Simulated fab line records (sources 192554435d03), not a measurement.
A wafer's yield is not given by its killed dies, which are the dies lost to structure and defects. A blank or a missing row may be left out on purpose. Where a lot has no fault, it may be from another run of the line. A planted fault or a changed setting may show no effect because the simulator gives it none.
Split-lot trial ; flow n5Finfet ; 21 wafers read from 7 lots, route of 1938 steps

ON THE SPLIT
At N5_BEOL_M15_ETCH_59 (etches BARC in N2/H2, target depth 89 nm, overetch 26.7 nm, time 67.9 s), the setting timeS was moved away from the recipe's 67.9 s on 8 of the 21 wafers read, by -21.0% to -8.3%. All remaining wafers had this setting at the recipe value.

The reading comes from the split's own step.

THE READING
coat_of_BEOL_M15_COAT_04.thkNm (the simulator's own value, which no gauge read), in nm, at N5_BEOL_M15_ETCH_59 (etches BARC in N2/H2, target depth 89 nm, overetch 26.7 nm, time 67.9 s). No usual value for it is given in the file. Average 718.6 nm, standard deviation 2.8 nm, over the 13 wafers here run with the recipe.

wafer;tool, chamber at the split;timeS as run, s;against the recipe;coat_of_BEOL_M15_COAT_04.thkNm, nm;against lot-mates on the recipe
L074.4;rieDiel-04, 2,0;67.9;recipe;718.8;-
L074.6;rieDiel-04, 2,0;67.9;recipe;718.8;-
L074.5;rieDiel-04, 3;67.9;recipe;716.6;-
L077.4;rieDiel-04, 3;67.9;recipe;713;-
L077.5;rieDiel-04, 1;67.9;recipe;714.6;-
L077.6;rieDiel-04, 2;67.9;recipe;717.2;-
L083.2;rieDiel-06, 2,1;58.81;-13.4%;729.2;+10.6
L083.3;rieDiel-06, 2,1;58.81;-13.4%;729.2;+10.6
L083.6;rieDiel-06, 1;67.9;recipe;718.6;-
L087.2;rieDiel-05, 0;53.67;-21.0%;736.2;+14.8
L087.3;rieDiel-05, 1;67.9;recipe;721.4;-
L087.4;rieDiel-05, 3;53.67;-21.0%;733.2;+11.8
L095.1;rieDiel-05, 0;67.9;recipe;719.6;-
L095.3;rieDiel-05, 2;62.25;-8.3%;727.6;+7.5
L095.5;rieDiel-05, 0;67.9;recipe;720.6;-
L096.3;rieDiel-04, 1;58.42;-14.0%;725.6;no lot-mate on the recipe
L096.5;rieDiel-04, 1;58.42;-14.0%;725.6;no lot-mate on the recipe
L096.4;rieDiel-04, 0;58.42;-14.0%;728.6;no lot-mate on the recipe
L097.2;rieDiel-04, 0;67.9;recipe;720.4;-
L097.3;rieDiel-04, 1;67.9;recipe;717.8;-
L097.6;rieDiel-04, 0;67.9;recipe;724;-
If several chambers appear in one row, that row covers several wafers at once and the file leaves open which wafer was in which chamber.

FIT RESULTS
A straight line over all 21 wafers: coat_of_BEOL_M15_COAT_04.thkNm changes by -0.724 nm for each +1% of timeS; r = -0.91; the points scatter about the line by 2.7 nm.
The same after taking each lot's own level away (the mean of its wafers on the recipe; 18 wafers): -0.683 nm for each +1%; r = -0.95; scatter 1.7 nm.
On that fit, the largest move of timeS shifts the reading by 14 nm.
Measured against the standard deviation above, the lots' own levels, which go from 714.93 to 721.40 nm, span 2.3 times it.
The two slopes agree, so the slope changes little with the lot-to-lot level.
Check: with one of the wafers moved furthest among these (-21.0%) left out of the fit, the line predicts +14.3 nm for it against its lot-mates. Against them it came out at +14.8 nm.

ADDITIONAL SPLITS CARRIED BY THESE WAFERS
These wafers also went through other splits before the reading. Each is held against what the fit with the lots' levels taken away leaves over:
other split on the same wafers;wafers away from the commonest value;r with coat_of_BEOL_M15_COAT_04.thkNm (lot level and that fit taken away)
N5_BEOL_M11_TRENCH_ETCH_37 timeS;7;+0.17
N5_BEOL_M11_CURE_72 timeS;9;-0.17
N5_BEOL_M13_COAT_04 spinRpm;8;-0.01
N5_BEOL_M13_ETCH_59 timeS;8;+0.47
N5_BEOL_M13_SPUTTER_43 timeS;4;-0.17

FILE'S OWN FIT
coat_of_BEOL_M15_COAT_04.thkNm changes by -0.702 nm for each +1% of timeS, r = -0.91.
